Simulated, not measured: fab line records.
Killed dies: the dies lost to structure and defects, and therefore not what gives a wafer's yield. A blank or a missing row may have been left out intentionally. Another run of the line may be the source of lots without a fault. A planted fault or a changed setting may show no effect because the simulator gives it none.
fab line records -- flow n5Finfet
record lots=7, wafers=18, lastDay=19
route steps=1938 shown BEOL_M7@1287 PASSIVATION@1936
lots with no fault: from the same line, run without faults
startH: hours from the record's opening day to when the first of the lot's shown wafers began -- waitH: time in hours since the lot's previous step -- " as in the row above -- L1.1+2: one row covering several wafers at once -- - no value, or no start given -- * or withheld: withheld -- < > ~ a bound
route shown NAME@n: NAME is a module with steps in the file, n the number in the route of the first one -- usual: average and standard deviation across the fault-free wafers -- same: alike in all rows -- chamber/n: place in a boat -- sites: the reading at each site -- _std_site: standard deviation of those values -- _edge_site: outer sites' mean less inner sites' -- radiusMm: for every site, how far away it sits from the centre of the wafer -- mask NAME#n: copy n -- behind: tool/chamber where the wafer was last shaped -- hold: reason for holding the lot/hours on hold/outcome of the hold -- device: whichever transistor did not switch (one of n, p or np) -- end of line: the tests these same wafers got at the end of their route -- a step without rows: its recipe alone -- killed: the dies lost at the first sort to structure and to defects; this is not the yield of the wafer -- map: the dies of a wafer, with x for killed, . for not killed, _ for no die there
set.NAME: the run value of the setting; set.NAME@STEP: its run value at that earlier step -- model.NAME: the simulator's own value behind a step, which no gauge read
certain route steps with their lots: each step a table, each wafer a row
services: the hour from which a tool's chamber was out of use, counted from the record's first day as startH (under 0 if before that day), plus the number of hours and why
## steps
# step N5_BEOL_M7_COAT_63
# recipe resist=SOC, tempC=250, timeS=60, spinRpm=1500, resistThkNm=60
# step N5_BEOL_M7_COAT_64
# recipe resist=SiARC, tempC=220, timeS=60, spinRpm=1500, resistThkNm=12
# step N5_BEOL_M7_COAT_71
# recipe resist=underlayer, tempC=205, timeS=60, spinRpm=1500, resistThkNm=5
# step N5_BEOL_M7_COAT_22
# recipe resist=CAR-EUV, spinRpm=1500, resistThkNm=30
# step N5_BEOL_M7_EBR_24
# recipe solvent=PGMEA, ebrWidthMm=1.5
# step N5_BEOL_M7_SOFTBAKE_23
# recipe tempC=110, timeS=60, resist=CAR-EUV
# step N5_BEOL_M7_EXPOSE_25
# recipe maskId=V6, na=0.33, sourceShape=annular, sigmaInner=0.4, sigmaOuter=0.8, polarization=unpolarized, targetCdNm=40, doseMj=42.5
# step N5_BEOL_M7_PEB_26
# recipe pebTempC=100, pebTimeS=60, resist=CAR-EUV
# step N5_BEOL_M7_DEVELOP_27
# recipe developTimeS=30, developer=TMAH, resist=CAR-EUV, rinseLiquid=surfactantRinse, dry=airSpin, devTempC=23
# step N5_BEOL_M7_CD_MEAS_28
# recipe targetCdNm=40, landingEnergyEv=500, detector=seInlens
# usual cdNm=39.83/0.23
lot.wafer,tool,chamber,startH,waitH,cdNm
L665.1,cdSem-02,0,203.77,-,39.57
L665.4,cdSem-02,0,203.77,-,39.66
L665.6,cdSem-02,0,203.77,-,40.16
L669.1,cdSem-03,0,258.22,-,40.04
L669.4,cdSem-03,0,258.22,-,40.21
L669.5,cdSem-03,0,258.22,-,40.14
L677.3,cdSem-02,0,306.35,-,40.10
L677.5,cdSem-02,0,306.35,-,39.88
L677.6,cdSem-02,0,306.35,-,40.23
L685.3,cdSem-02,0,352.61,-,39.71
L685.4,cdSem-02,0,352.61,-,39.75
L686.2,cdSem-01,0,360.27,-,39.57
L686.3,cdSem-01,0,360.27,-,40.05
L686.4,cdSem-01,0,360.27,-,40.04
L687.1,cdSem-02,0,373.72,-,39.96
L687.4,cdSem-02,0,373.72,-,39.73
L688.1,cdSem-03,0,377.61,-,39.55
L688.4,cdSem-03,0,377.61,-,39.55
# step N5_BEOL_M7_OVL_MEAS_29
# recipe pointsPerWafer=522
# usual V6_OVL=0.1/0.68
lot.wafer,tool,chamber,startH,waitH,V6_OVL[nm]
L665.1,overlay-01,0,203.80,0.0,1.6
L665.4,overlay-01,0,203.80,0.0,0.5
L665.6,overlay-01,0,203.80,0.0,0.9
L669.1,overlay-01,0,258.25,0.0,0.0
L669.4,overlay-01,0,258.25,0.0,-0.3
L669.5,overlay-01,0,258.25,0.0,0.2
L677.3,overlay-01,0,306.39,0.0,0.6
L677.5,overlay-01,0,306.39,0.0,0.2
L677.6,overlay-01,0,306.39,0.0,1.0
L685.3,overlay-02,0,352.64,0.0,0.8
L685.4,overlay-02,0,352.64,0.0,1.2
L686.2,overlay-02,0,360.31,0.0,1.0
L686.3,overlay-02,0,360.31,0.0,0.4
L686.4,overlay-02,0,360.31,0.0,0.1
L687.1,overlay-01,0,373.75,0.0,1.5
L687.4,overlay-01,0,373.75,0.0,1.0
L688.1,overlay-01,0,377.64,0.0,-0.4
L688.4,overlay-01,0,377.64,0.0,-1.1
# step N5_BEOL_M7_INSPECT_30
# recipe mode=adi, inspectInstrument=brightfield
# usual rawDefectCount=478/100
lot.wafer,tool,chamber,startH,waitH,rawDefectCount
L665.1,defectInspect-01,-,203.86,0.1,596
L665.4,defectInspect-01,-,203.86,0.1,416
L665.6,defectInspect-01,-,203.86,0.1,419
L669.1,defectInspect-02,-,258.31,0.1,573
L669.4,defectInspect-02,-,258.31,0.1,382
L669.5,defectInspect-02,-,258.31,0.1,455
L677.3,defectInspect-01,-,306.44,0.0,461
L677.5,defectInspect-01,-,306.44,0.0,396
L677.6,defectInspect-01,-,306.44,0.0,276
L685.3,defectInspect-02,-,352.69,0.0,393
L685.4,defectInspect-02,-,352.69,0.0,398
L686.2,defectInspect-02,-,360.36,0.0,426
L686.3,defectInspect-02,-,360.36,0.0,553
L686.4,defectInspect-02,-,360.36,0.0,309
L687.1,defectInspect-01,-,373.81,0.1,385
L687.4,defectInspect-01,-,373.81,0.1,527
L688.1,defectInspect-02,-,377.70,0.1,528
L688.4,defectInspect-02,-,377.70,0.1,523
# step N5_BEOL_M7_DESCUM_33
# recipe chemistry=O2, timeS=7, sourcePowerW=50, biasPowerW=20, pressureMtorr=20, rfFrequencyHz=2.712e+07, tempC=40, resist=CAR-EUV, o2FlowSccm=225
# usual drypumpMotorCurrentA=5.79/0.3, oesProductAu=0.77/0.076, rfFwdPowerW=49.39/0.26, rfVppV=242.9/1.5, showerheadPlenumPTorr=2.07/0.072, throttleValvePct=20.36/0.29
lot.wafer,tool,chamber,startH,waitH,drypumpMotorCurrentA,oesProductAu,rfFwdPowerW,rfHoursCounterH,rfVppV,showerheadPlenumPTorr,throttleValvePct,model.CAR-EUV_of_BEOL_M7_COAT_22.thkNm
L665.1,rieDiel-05,1,203.89,0.0,5.16,0.71,49.17,180,241.8,2.00,20.77,26
L665.4,rieDiel-05,3,203.89,0.0,5.74,0.82,49.50,92,242.0,2.01,19.97,26
L665.6,rieDiel-05,0,203.89,0.0,5.81,0.72,49.25,-,242.9,2.08,20.52,26.2
L669.1,rieDiel-06,3,258.49,0.2,5.41,0.82,49.63,69,245.0,2.18,20.24,26.2
L669.4,rieDiel-06,0,258.49,0.2,5.88,0.73,49.05,167,242.9,2.15,20.33,26
L669.5,rieDiel-06,0,258.49,0.2,5.89,0.74,48.89,-,244.6,2.15,20.36,26
L677.3,rieDiel-06,2,306.60,0.2,5.98,0.75,49.37,154,242.2,2.03,20.71,26.2
L677.5,rieDiel-06,1,306.60,0.2,6.27,0.71,49.60,-,241.6,1.96,20.19,26
L677.6,rieDiel-06,2,306.60,0.2,6.00,0.75,49.61,-,241.3,2.03,20.72,26.2
L685.3,rieDiel-06,0,352.73,0.0,5.95,0.71,48.97,195,243.7,2.14,20.38,25.8
L685.4,rieDiel-06,0,352.73,0.0,5.91,0.71,-,-,245.8,2.14,20.39,26.6
L686.2,rieDiel-05,2,360.39,0.0,5.67,0.94,49.42,23,242.4,2.08,20.66,26.2
L686.3,rieDiel-05,1,360.39,0.0,5.23,0.67,49.51,225,242.0,1.98,20.85,26.2
L686.4,rieDiel-05,3,360.39,0.0,5.76,0.78,49.32,139,243.4,2.00,20.04,26.2
L687.1,rieDiel-06,3,374.28,0.5,5.44,0.78,49.65,105,245.2,2.16,20.30,26.2
L687.4,rieDiel-06,0,374.28,0.5,5.91,0.71,-,203,243.7,2.13,20.41,26.6
L688.1,rieDiel-06,3,378.20,0.5,5.42,0.77,49.44,107,245.1,2.16,20.28,26.2
L688.4,rieDiel-06,2,378.20,0.5,6.02,0.73,-,178,241.4,2.02,20.75,26.6
# step N5_BEOL_M7_ETCH_72
# recipe chemistry=N2/H2, target=underlayer, targetDepthA=65, maskMaterial=CAR-EUV, timeS=5.2, ionEnergyEv=200, pressureMtorr=30, sourceW=840, biasW=150, n2FlowSccm=200, h2FlowSccm=200, ends=cleared
# usual drypumpMotorCurrentA=5.79/0.3, etchRfOnTimeS=5.22/0.17, oesProductAu=0.66/0.065, rfFwdPowerW=819.7/2.7, rfVppV=524/3.2, showerheadPlenumPTorr=2.53/0.1, throttleValvePct=17.86/0.27
lot.wafer,tool,chamber,startH,waitH,drypumpMotorCurrentA,etchRfOnTimeS,oesProductAu,rfFwdPowerW,rfHoursCounterH,rfVppV,showerheadPlenumPTorr,throttleValvePct
L665.1,rieDiel-05,1,203.93,0.0,5.18,5.22,0.62,821.9,180,523,2.41,17.95
L665.4,rieDiel-05,3,203.93,0.0,5.76,4.94,0.72,820.7,92,520,2.47,17.53
L665.6,rieDiel-05,0,203.93,0.0,5.77,5.40,0.60,818.7,-,522,2.51,17.84
L669.1,rieDiel-06,3,258.53,0.0,5.41,5.39,0.69,819.1,69,526,2.69,17.86
L669.4,rieDiel-06,0,258.53,0.0,5.92,5.16,0.64,821.2,167,526,2.63,17.99
L669.5,rieDiel-06,0,258.53,0.0,5.91,5.22,0.63,821.7,-,527,2.63,17.97
L677.3,rieDiel-06,2,306.63,0.0,6.01,5.24,0.61,813.3,154,519,2.46,18.26
L677.5,rieDiel-06,1,306.63,0.0,6.27,5.05,0.62,816.7,-,521,2.41,17.74
L677.6,rieDiel-06,2,306.63,0.0,6.01,5.27,0.62,814.4,-,521,2.46,18.28
L685.3,rieDiel-06,0,352.76,0.0,5.92,5.18,0.61,813.7,195,525,2.62,18.01
L685.4,rieDiel-06,0,352.76,0.0,5.89,5.24,0.61,820.2,-,527,2.62,18.00
L686.2,rieDiel-05,2,360.43,0.0,5.67,5.36,0.77,818.2,23,521,2.49,17.78
L686.3,rieDiel-05,1,360.43,0.0,5.18,5.24,0.59,818.4,225,520,2.39,18.02
L686.4,rieDiel-05,3,360.43,0.0,5.76,4.98,0.69,821.3,139,520,2.45,17.62
L687.1,rieDiel-06,3,374.31,0.0,5.43,5.39,0.65,822.9,105,529,2.67,17.93
L687.4,rieDiel-06,0,374.31,0.0,5.91,5.27,0.60,824.6,203,526,2.61,18.04
L688.1,rieDiel-06,3,378.24,0.0,5.40,5.46,0.64,822.7,107,528,2.67,17.94
L688.4,rieDiel-06,2,378.24,0.0,6.02,5.27,0.60,823.0,178,521,2.45,18.26
# step N5_BEOL_M7_ETCH_65
# recipe chemistry=CF4, target=SiARC, targetDepthA=156, maskMaterial=CAR-EUV, timeS=26, ionEnergyEv=80, pressureMtorr=40, sourceW=545, biasW=36, Ar_flow_sccm=100, cf4FlowSccm=100, ends=cleared
# usual drypumpMotorCurrentA=5.79/0.3, etchRfOnTimeS=26.0/0.77, mfcArSccm=100.0/0.33, oesProductAu=0.66/0.065, rfFwdPowerW=532.6/2, rfVppV=183.8/1.4, showerheadPlenumPTorr=2.13/0.087, throttleValvePct=15.62/0.21
lot.wafer,tool,chamber,startH,waitH,drypumpMotorCurrentA,etchRfOnTimeS,mfcArSccm,oesProductAu,rfFwdPowerW,rfHoursCounterH,rfVppV,showerheadPlenumPTorr,throttleValvePct,model.CAR-EUV_of_BEOL_M7_COAT_22.thkNm
L665.1,rieDiel-05,1,203.95,0.0,5.19,26.5,100.0,0.62,529.0,180,183.9,2.05,15.93,11.2
L665.4,rieDiel-05,3,203.95,0.0,5.74,24.9,99.6,0.72,529.9,92,182.9,2.08,15.27,11
L665.6,rieDiel-05,0,203.95,0.0,5.80,27.0,100.0,0.61,532.7,-,182.4,2.12,15.72,11
L669.1,rieDiel-06,3,258.54,0.0,5.41,27.0,100.2,0.68,535.4,69,185.2,2.27,15.72,11.2
L669.4,rieDiel-06,0,258.54,0.0,5.89,26.7,100.0,0.62,533.0,167,184.9,2.23,15.72,11.2
L669.5,rieDiel-06,0,258.54,0.0,5.89,26.6,100.0,0.62,531.4,-,182.6,2.23,15.73,11.2
L677.3,rieDiel-06,2,306.65,0.0,6.03,25.9,100.0,0.63,532.7,154,183.1,2.05,15.69,11
L677.5,rieDiel-06,1,306.65,0.0,6.25,25.5,100.2,0.61,535.2,-,182.0,2.03,15.54,11
L677.6,rieDiel-06,2,306.65,0.0,6.03,26.0,100.5,0.62,532.0,-,184.0,2.05,15.68,11
L685.3,rieDiel-06,0,352.78,0.0,5.92,26.3,100.1,0.61,532.7,195,185.9,2.22,15.78,11
L685.4,rieDiel-06,0,352.78,0.0,5.87,26.6,99.9,0.60,531.7,-,184.9,2.22,15.76,11.6
L686.2,rieDiel-05,2,360.44,0.0,5.66,26.7,100.3,0.77,532.7,23,183.4,2.10,15.59,11.2
L686.3,rieDiel-05,1,360.44,0.0,5.13,26.4,99.7,0.59,532.0,225,182.7,2.03,16.01,11.2
L686.4,rieDiel-05,3,360.44,0.0,5.75,25.0,100.4,0.68,533.4,139,182.9,2.07,15.36,11.2
L687.1,rieDiel-06,3,374.33,0.0,5.40,26.4,100.0,0.66,536.5,105,184.8,2.26,15.78,11.2
L687.4,rieDiel-06,0,374.33,0.0,5.88,26.4,99.8,0.60,531.1,203,185.7,2.22,15.79,11.8
L688.1,rieDiel-06,3,378.25,0.0,5.44,26.9,100.1,0.65,535.3,107,185.3,2.26,15.78,11.2
L688.4,rieDiel-06,2,378.25,0.0,6.01,26.1,99.8,0.60,533.6,178,182.2,2.04,15.72,11.6
# step N5_BEOL_M7_ETCH_66
# recipe chemistry=N2/H2, target=SOC, targetDepthA=800, overetchA=160, maskMaterial=SiARC, tempC=40, timeS=120, ionEnergyEv=200, pressureMtorr=30, sourceW=840, biasW=150, n2FlowSccm=200, h2FlowSccm=200
# usual drypumpMotorCurrentA=5.80/0.29, oesProductAu=0.59/0.054, rfFwdPowerW=835.6/2.9, rfVppV=524/3.1, showerheadPlenumPTorr=2.53/0.1, throttleValvePct=17.82/0.27
lot.wafer,tool,chamber,startH,waitH,drypumpMotorCurrentA,oesProductAu,rfFwdPowerW,rfHoursCounterH,rfVppV,showerheadPlenumPTorr,throttleValvePct
L665.1,rieDiel-05,1,203.97,0.0,5.21,0.56,835.5,180,520,2.41,17.89
L665.4,rieDiel-05,3,203.97,0.0,5.75,0.63,833.6,92,521,2.47,17.49
L665.6,rieDiel-05,0,203.97,0.0,5.78,0.56,836.7,-,524,2.51,17.82
L669.1,rieDiel-06,3,258.57,0.0,5.42,0.62,835.6,69,530,2.69,17.82
L669.4,rieDiel-06,0,258.57,0.0,5.94,0.57,835.8,167,527,2.63,17.93
L669.5,rieDiel-06,0,258.57,0.0,5.90,0.56,830.9,-,527,2.63,17.94
L677.3,rieDiel-06,2,306.68,0.0,6.02,0.55,838.9,154,521,2.46,18.21
L677.5,rieDiel-06,1,306.68,0.0,6.28,0.54,840.0,-,520,2.41,17.69
L677.6,rieDiel-06,2,306.68,0.0,6.02,0.55,840.5,-,520,2.46,18.21
L685.3,rieDiel-06,0,352.80,0.0,5.94,0.55,834.0,195,526,2.62,17.98
L685.4,rieDiel-06,0,352.80,0.0,5.93,0.55,834.3,-,528,2.62,17.99
L686.2,rieDiel-05,2,360.47,0.0,5.64,0.70,831.3,23,523,2.49,17.75
L686.3,rieDiel-05,1,360.47,0.0,5.19,0.53,833.3,225,520,2.39,17.98
L686.4,rieDiel-05,3,360.47,0.0,5.76,0.61,836.9,139,521,2.45,17.56
L687.1,rieDiel-06,3,374.36,0.0,5.42,0.60,836.6,105,528,2.67,17.90
L687.4,rieDiel-06,0,374.36,0.0,5.88,0.54,831.3,203,526,2.61,18.00
L688.1,rieDiel-06,3,378.28,0.0,5.40,0.59,837.0,107,528,2.67,17.89
L688.4,rieDiel-06,2,378.28,0.0,6.03,0.53,836.0,178,520,2.45,18.26
# step N5_PASSIVATION_PROBE_49
# usual defectLimitedYield=91.2/1.4, killed_at_M0_to_M3=34/9.3, killed_at_M4_up=14/5.9, killedAtContacts=14/5.7, killedAtFrontEnd=38/10, killedAtOther=4/3.2, killedDies=104/17, killedOpen=67/13, killedShort=33/6.9, sort_bin_5_function=5.2/1, sort_bin_6_memory=3.3/0.61, sort_bin_8_speed=0.3/1.8, sortNPass=1069/52, sortYieldPct=91/4.4
# same grossDies=1180, killedAtBackSide=0, sort_bin_4_leakage[%]=0
lot.wafer,tool,chamber,startH,waitH,defectLimitedYield[%],killed_at_M0_to_M3,killed_at_M4_up,killedAtContacts,killedAtFrontEnd,killedAtOther,killedDies,killedOpen,killedShort,sort_bin_5_function[%],sort_bin_6_memory[%],sort_bin_8_speed[%],sortNPass,sortYieldPct[%]
L669.1,prober-01,-,332.15,0.0,91.0,40,11,13,42,0,106,62,36,4.8,3.4,0,1074,91
L669.4,prober-01,-,332.30,0.2,92.5,36,10,17,25,1,89,57,29,4.4,2.9,0,1091,92
L669.5,prober-01,-,332.35,0.2,92.5,26,18,14,28,3,89,51,33,4.6,2.7,0,1091,92
L677.5,prober-01,-,380.90,0.2,91.8,37,6,17,33,4,97,55,37,4.9,3.0,2.3,1056,89
L686.2,prober-02,-,438.45,0.1,92.4,24,9,15,38,4,90,56,25,4.1,3.1,0,1090,92
L686.3,prober-02,-,438.50,0.1,92.5,29,8,18,33,1,89,63,20,4.4,2.8,0,1091,92
L686.4,prober-02,-,438.55,0.2,93.1,23,8,8,40,3,82,48,28,4.2,2.3,0,1098,93
# killed by level:class
L669.1 STI_FIN_REVEAL:geometricParticle:open=15 BEOL_M0_SAQP:geometricParticle:open=10 MOL_CONTACT_COAG:geometricParticle:open=8 STI_FIN_REVEAL:geometricParticle:short=5 BEOL_M0_SAQP:geometricParticle:short=5 BEOL_M3:geometricParticle:open=5 FIN_SAQP:geometricParticle:short=4 ILD0:geometricParticle:short=4
L669.4 MOL_CONTACT_COAG:geometricParticle:open=14 STI_FIN_REVEAL:geometricParticle:open=6 BEOL_M2:geometricParticle:open=6 BEOL_M3:geometricParticle:open=6 STARTING-WAFER:geometricParticle:short=6 BEOL_M0_SAQP:geometricParticle:open=5 BEOL_M3:geometricParticle:short=5 DUMMY_GATE:geometricParticle:open=4
L669.5 MOL_CONTACT_COAG:geometricParticle:open=11 STI_FIN_REVEAL:geometricParticle:open=6 BEOL_M6:geometricParticle:open=6 BEOL_M0_SAQP:geometricParticle:short=5 GATE_CUT:geometricParticle:short=4 BEOL_M5:geometricParticle:open=4 BEOL_M0_SAQP:geometricParticle:open=4 BEOL_M1:geometricParticle:short=4
L677.5 MOL_CONTACT_COAG:geometricParticle:open=13 FIN_SAQP:geometricParticle:short=8 BEOL_M2:geometricParticle:open=8 BEOL_M0_SAQP:geometricParticle:short=7 BEOL_M3:geometricParticle:open=6 FIN_SAQP:geometricParticle:open=4 DUMMY_GATE:geometricParticle:open=4 BEOL_M6:geometricParticle:open=4
L686.2 MOL_CONTACT_COAG:geometricParticle:open=12 STI_FIN_REVEAL:geometricParticle:open=9 BEOL_M0_SAQP:geometricParticle:short=9 DUMMY_GATE:geometricParticle:open=6 GATE_CUT:geometricParticle:open=6 GATE_CUT:geometricParticle:short=5 BEOL_M2:geometricParticle:open=5 BEOL_M0_SAQP:geometricParticle:open=4
L686.3 MOL_CONTACT_COAG:geometricParticle:open=12 STI_FIN_REVEAL:geometricParticle:open=11 BEOL_M2:geometricParticle:open=8 FIN_SAQP:geometricParticle:open=6 MOL_CONTACT_COAG:geometricParticle:short=5 BEOL_M1:geometricParticle:open=4 BEOL_M0_SAQP:geometricParticle:open=4 GATE_CUT:geometricParticle:open=3
L686.4 STI_FIN_REVEAL:geometricParticle:open=11 BEOL_M0_SAQP:geometricParticle:open=8 STI_FIN_REVEAL:geometricParticle:short=7 MOL_CONTACT_COAG:geometricParticle:open=6 BEOL_M3:geometricParticle:open=6 GATE_CUT:geometricParticle:open=4 GATE_CUT:geometricParticle:short=4 BEOL_M0_SAQP:geometricParticle:short=4
## services
tool,chamber,startH,hours,kind
rieDiel-06,-,185.73,0.7,repair
rieDiel-05,2,245.07,-,clean
rieDiel-05,2,245.07,-,consumableReplace:focusRing
rieDiel-05,2,245.07,17.8,scheduledDown
rieDiel-05,2,245.07,17.8,ventCycle
rieDiel-05,2,283.64,2.9,repair
rieDiel-05,2,290.80,7.5,repair
rieDiel-06,1,338.94,-,clean
rieDiel-06,1,338.94,-,consumableReplace:focusRing
rieDiel-06,1,338.94,-,consumableReplace:showerhead
rieDiel-06,1,338.94,19.4,scheduledDown
rieDiel-06,1,338.94,19.4,ventCycle
rieDiel-05,2,344.91,8.1,repair
## key
firstSign none at tools or gauges
modelEffect step=N5_BEOL_M7_DESCUM_33, value=CAR-EUV_of_BEOL_M7_COAT_22.thkNm, without=26, struck=26.6
modelEffect step=N5_BEOL_M7_ETCH_65, value=CAR-EUV_of_BEOL_M7_COAT_22.thkNm, without=11, struck=11.67
metAt N5_BEOL_M7_DESCUM_33
struckWafers L685.4,L687.4,L688.4
onsetBetween 306.60 352.73
fault kind=processParameterDrift, tool=rieDiel-06, chamber=-, onsetH=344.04, steps=N5_BEOL_M7_DESCUM_33, channel=timeS, offset=*, shape=step, endH=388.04, scope=struckWafersOnly, actsIn=*, stated=*
